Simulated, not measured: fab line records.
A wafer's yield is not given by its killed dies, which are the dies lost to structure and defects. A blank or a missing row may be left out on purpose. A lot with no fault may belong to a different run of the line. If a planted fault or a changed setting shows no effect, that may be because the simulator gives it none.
Matching of chambers | flow n5Finfet | aldSin-04 running N5_BEOL_M2_ALD_98: 4 sister chambers
The step deposits SiO2, target thk 2.5 nm, pulse time 1 s, co reactant pulse time 1 s. 24 wafers are shown with their chamber, then 12 later ones without.

EACH WAFER AND ITS CHAMBER
wafer  | chamber | heaterPowerOuterW (W) | heaterPowerW (W) | precursorPulseHeightRel
L079.1 | 3       | 31                    | 63               | 0.960
L079.3 | 1       | 38                    | 77               | 1.001
L079.4 | 2       | 37                    | 73               | 0.999
L077.1 | 0       | 33                    | 63               | 0.975
L077.3 | 2       | 36                    | 71               | 0.990
L077.6 | 0       | 32                    | 65               | 1.018
L082.2 | 3       | 31                    | 63               | 0.992
L082.3 | 0       | 32                    | 66               | 1.016
L082.6 | 2       | 35                    | 72               | 0.986
L083.3 | 2       | 35                    | 73               | 1.030
L083.4 | 3       | 31                    | 64               | 1.015
L083.5 | 0       | 32                    | 66               | 1.013
L084.1 | 2       | 35                    | 73               | 1.030
L084.4 | 2       | 35                    | 73               | 0.991
L084.6 | 3       | 31                    | 61               | 0.986
L085.1 | 3       | 31                    | 63               | 0.970
L085.4 | 0       | 32                    | 65               | 1.023
L085.6 | 0       | 32                    | 64               | 1.006
L086.1 | 0       | 33                    | 63               | 0.984
L086.2 | 2       | 36                    | 73               | 0.992
L086.3 | 1       | 39                    | 81               | 0.988
L088.1 | 2       | 36                    | 73               | 0.998
L088.3 | 1       | 38                    | 79               | 1.040
L088.5 | 3       | 30                    | 61               | 0.987

SIGNATURES (averages over the wafers above)
reading                 | chamber 0 | chamber 1 | chamber 2 | chamber 3 | scatter within a chamber
heaterPowerOuterW       | 32.29     | 38.33     | 35.62     | 30.83     | 0.583
heaterPowerW            | 64.57     | 79.00     | 72.62     | 62.50     | 1.21
precursorPulseHeightRel | 1.00500   | 1.00967   | 1.00200   | 0.98500   | 0.0194
Rule: a wafer lies at a distance from a chamber equal to the root of the sum of squares, over the readings, of (its reading less the chamber's mean, divided by the reading's scatter). The wafer belongs to the nearest chamber; if the next one is less than 2 further off, it can't be placed. The scatter is the square root of a quotient: the sum, over the shown wafers, of each reading's squared deviation from its chamber's mean, divided by wafers minus chambers.

WAFERS WITH NO CHAMBER GIVEN
wafer  | heaterPowerOuterW (W) | heaterPowerW (W) | precursorPulseHeightRel
L090.1 | 38                    | 79               | 0.996
L090.2 | 31                    | 62               | 0.995
L090.6 | 33                    | 64               | 1.000
L089.2 | 39                    | 78               | 0.992
L089.3 | 30                    | 63               | 0.986
L089.6 | 31                    | 64               | 0.978
L092.2 | 31                    | 63               | 1.016
L092.4 | 36                    | 71               | 0.993
L092.6 | 35                    | 72               | 0.992
L094.2 | 31                    | 63               | 1.006
L094.3 | 31                    | 64               | 0.991
L094.5 | 31                    | 62               | 0.987

CHAMBER TAKEN BY EACH
wafer  | from the rows above     | in truth
L090.1 | 1                       | 1
L090.2 | 3                       | 3
L090.6 | 0                       | 0
L089.2 | 1                       | 1
L089.3 | 3                       | 3
L089.6 | can't be placed: 3 or 0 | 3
L092.2 | can't be placed: 3 or 0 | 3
L092.4 | 2                       | 2
L092.6 | 2                       | 2
L094.2 | can't be placed: 3 or 0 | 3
L094.3 | can't be placed: 3 or 0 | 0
L094.5 | 3                       | 3
8 of 12 placed correctly. Cannot be placed on the basis of these rows: 4; the candidates contain the true chamber in 4. Wrongly placed: 0.
